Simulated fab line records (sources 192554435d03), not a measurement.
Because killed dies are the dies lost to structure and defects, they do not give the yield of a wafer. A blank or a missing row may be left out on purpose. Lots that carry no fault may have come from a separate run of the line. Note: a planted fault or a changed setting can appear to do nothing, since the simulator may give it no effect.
Lot-split experiment ; flow n5-finfet ; 39 wafers read from 7 lots, route of 1938 steps

== THE SPLIT ITSELF ==
At N5_BEOL_M6_ALD_77 (deposits TaN, target thk 2 nm, pulse time 2 s, purge time 3 s), the setting ald-cycles was moved away from the recipe's 40 on 18 of the 39 wafers read, by -57.5% to +47.5%. All remaining wafers had this setting at the recipe value.

The reading is taken at the split's own step.

== THE READING ==
TaN_of_BEOL_M6_ALD_77.thk-nm (the simulator's own value, which no gauge read), in nm, at N5_BEOL_M6_ALD_77 (deposits TaN, target thk 2 nm, pulse time 2 s, purge time 3 s). The file gives no usual value for it.

wafer;tool, chamber at the split;ald-cycles as run;against the recipe;TaN_of_BEOL_M6_ALD_77.thk-nm, nm;against lot-mates on the recipe
L074.1;ald-metal-02, 0,1,1;40;recipe;2;-
L074.4;ald-metal-02, 0,1,1;40;recipe;2;-
L074.5;ald-metal-02, 0,1,1;40;recipe;2;-
L075.1;ald-metal-01, 3,2,0;40;recipe;2;-
L075.2;ald-metal-01, 3,2,0;40;recipe;2;-
L075.5;ald-metal-01, 3,2,0;40;recipe;2;-
L075.3;ald-metal-01, 0,1,3;59;+47.5%;3;+1.0
L075.4;ald-metal-01, 0,1,3;59;+47.5%;3;+1.0
L075.6;ald-metal-01, 0,1,3;59;+47.5%;3;+1.0
L079.1;ald-metal-04, 1,0,3;40;recipe;2;-
L079.2;ald-metal-04, 1,0,3;40;recipe;2;-
L079.3;ald-metal-04, 1,0,3;40;recipe;2;-
L079.4;ald-metal-04, 2;18;-55.0%;1;-1.0
L079.5;ald-metal-04, 2;18;-55.0%;1;-1.0
L079.6;ald-metal-04, 3;18;-55.0%;0.8;-1.2
L080.1;ald-metal-04, 1,1,2;17;-57.5%;0.8;-1.2
L080.5;ald-metal-04, 1,1,2;17;-57.5%;0.8;-1.2
L080.6;ald-metal-04, 1,1,2;17;-57.5%;0.8;-1.2
L080.2;ald-metal-04, 0,2,3;40;recipe;2;-
L080.3;ald-metal-04, 0,2,3;40;recipe;2;-
L080.4;ald-metal-04, 0,2,3;40;recipe;2;-
L083.1;ald-metal-04, 2,1,0;24;-40.0%;1.2;-0.8
L083.4;ald-metal-04, 2,1,0;24;-40.0%;1.2;-0.8
L083.5;ald-metal-04, 2,1,0;24;-40.0%;1.2;-0.8
L083.2;ald-metal-04, 0,1,2;40;recipe;2;-
L083.3;ald-metal-04, 0,1,2;40;recipe;2;-
L083.6;ald-metal-04, 0,1,2;40;recipe;2;-
L086.1;ald-metal-02, 0,1,3;40;recipe;2;-
L086.2;ald-metal-02, 0,1,3;40;recipe;2;-
L086.4;ald-metal-02, 0,1,3;40;recipe;2;-
L086.3;ald-metal-02, 2,0,1;52;+30.0%;2.6;+0.6
L086.5;ald-metal-02, 2,0,1;52;+30.0%;2.6;+0.6
L086.6;ald-metal-02, 2,0,1;52;+30.0%;2.6;+0.6
L089.1;ald-metal-04, 2,1,2;40;recipe;2;-
L089.2;ald-metal-04, 2,1,2;40;recipe;2;-
L089.5;ald-metal-04, 2,1,2;40;recipe;2;-
L089.3;ald-metal-04, 0,0,1;21;-47.5%;1;-1.0
L089.4;ald-metal-04, 0,0,1;21;-47.5%;1;-1.0
L089.6;ald-metal-04, 0,0,1;21;-47.5%;1;-1.0
Rows listing several chambers each stand for several wafers; the file does not say which wafer went through which chamber.

THE FIT
A straight line over all 39 wafers: TaN_of_BEOL_M6_ALD_77.thk-nm changes by +0.0205 nm for each +1% of ald-cycles; r = +1.00; the points scatter about the line by 0.035 nm.
The same after taking each lot's own level away (the mean of its wafers on the recipe; 39 wafers): +0.0205 nm for each +1%; r = +1.00; scatter 0.035 nm.
Per that fit: largest ald-cycles move, reading shift of 1.2 nm.
The lots' own levels span 2.00 to 2.00 nm.
So the lot-to-lot level changes the slope little: the two slopes agree.
Check: -1.17 nm against its lot-mates is what the line predicts for one of the wafers moved furthest among these (-57.5%) when that wafer is left out of the fit. Against them it came out at -1.2 nm.

== THESE WAFERS: OTHER SPLITS ==
Note: prior to the reading, these wafers also went through further splits. Each is held against what the fit with the lots' levels taken away leaves over:
other split on the same wafers;wafers away from the commonest value;r with TaN_of_BEOL_M6_ALD_77.thk-nm (lot level and that fit taken away)
N5_BEOL_M1_ILD_DEP_00 target-thk-a;15;-0.03

== FILE'S OWN FIT ==
TaN_of_BEOL_M6_ALD_77.thk-nm changes by +0.0204 nm for each +1% of ald-cycles, r = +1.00.
